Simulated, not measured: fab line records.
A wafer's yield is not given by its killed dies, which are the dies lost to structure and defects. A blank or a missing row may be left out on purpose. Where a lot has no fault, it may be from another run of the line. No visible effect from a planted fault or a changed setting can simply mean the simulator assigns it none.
Struck lot and sound lot, side by side / flow nandHarc / 13 steps out of a route of 1302
Sound: wafers L800.2, L800.4, L800.5. Struck: wafer L798.6; the same lot's L798.3 was not struck, so it is left out; see the end for the cause.
For every step that has rows: the tool of each side, followed by ch and its chambers, followed by its first start. Under that, the readings that differ: sound wafers / struck wafers / difference of the means / sigmas: that difference in standard deviations of wafers without a fault.
alike: readings with means less than 2 such deviations apart, plus words and numbers identical on both sides. not compared: withheld readings, readings lacking a value on some wafer, bounds such as >300 that could conceal the same value, and numbers that have no deviation in the record and whose values overlap.
Wherever a step has rows on one side only, a row that says differs or no value, or a row with sigmas, the two part there. Numbers that don't overlap but have no deviation are shown without sigmas and don't part them. A reading that every wafer of one side lacks parts them only if that side has two wafers or more.

first, 1 step without rows for these wafers: NHARC_A_WL_FILL_RTA_01 (time 5 s).
NHARC_A_WL_FILL_ALD_02: deposits TiN, target thk 2 nm, pulse time 3 s, ald cycles 100.
  sound on aldMetal-01 ch 0,1, day 27 19:56; struck on aldMetal-02 ch 2, day 26 22:29
  alike: heaterPowerW, precursorPulseHeightRel
  not compared: aldCycles
NHARC_A_WL_FILL_CVD_03: deposits W, target thk 40 nm, time 279 s.
  sound on cvdW-01 ch 1, day 27 20:26; struck on cvdW-02 ch 0, day 26 23:00
  alike: heaterPowerW, mfcH2Sccm, throttleValvePct
NHARC_A_WL_FILL_ETCHBACK_04: etches the open film in NF3, target depth 60 nm, time 120 s.
  sound on rieMetal-01 ch 0, day 27 20:47; struck on rieMetal-03 ch 1, day 26 23:17
reading=drypumpMotorCurrentA (A); sound=6.7 6.7 6.7; struck=4.9; difference=-1.8; sigmas=-3
  alike: chamberPressureMTorr, oesProductAu
  not compared: rfHoursCounterH
NHARC_A_WL_FILL_ETCHBACK_05: etches the open film in Cl2/BCl3, target depth 22 nm, time 60 s.
  sound on rieMetal-01 ch 0,1, day 27 21:01; struck on rieMetal-03 ch 0, day 26 23:29
  alike: chamberPressureMTorr, drypumpMotorCurrentA, oesProductAu
  not compared: rfHoursCounterH
then, 5 steps without rows for these wafers: NHARC_A_WL_FILL_STRIP_27 (strips in N2/H2, time 20 s); NHARC_A_WL_FILL_STRIP_28 (strips in post etch residue remover, time 1200 s); NHARC_A_WL_FILL_PRECLEAN_06 (cleans in DIW, time 300 s); NHARC_A_WL_FILL_SRD_07; NHARC_A_WL_FILL_ANNEAL_08 (time 1800 s).
NHARC_A_WL_FILL_ALD_10: deposits SiO2, target thk 50 nm, pulse time 10 s, ald cycles 500.
  sound on aldHk-02 ch 1,3, day 28 03:34; struck on aldHk-01 ch 0, day 27 07:04
reading=aldCycles; sound=500 500 500; struck=461; difference=-39; sigmas=
  alike: heaterPowerW, precursorPulseHeightRel
NHARC_A_WL_FILL_ETCHBACK_16: etches the open film in C4F8/O2/Ar, target depth 120 nm, time 24 s.
  sound: rieDiel-06 ch 0,1; struck: rieDiel-12 ch 2
  alike: chamberPressureMTorr, oesProductAu, rfFwdPowerW, rfVppV
  not compared: rfHoursCounterH
after that, 1 step had no rows for these wafers: NHARC_END_SORT_01.

== WHERE THEY PART ==
Only at NHARC_A_WL_FILL_ETCHBACK_04, within this record. Later steps at which nothing parts them and some readings are alike: NHARC_A_WL_FILL_ETCHBACK_05, NHARC_A_WL_FILL_ALD_10, NHARC_A_WL_FILL_ETCHBACK_16.

WHY: what had been put in by the simulator
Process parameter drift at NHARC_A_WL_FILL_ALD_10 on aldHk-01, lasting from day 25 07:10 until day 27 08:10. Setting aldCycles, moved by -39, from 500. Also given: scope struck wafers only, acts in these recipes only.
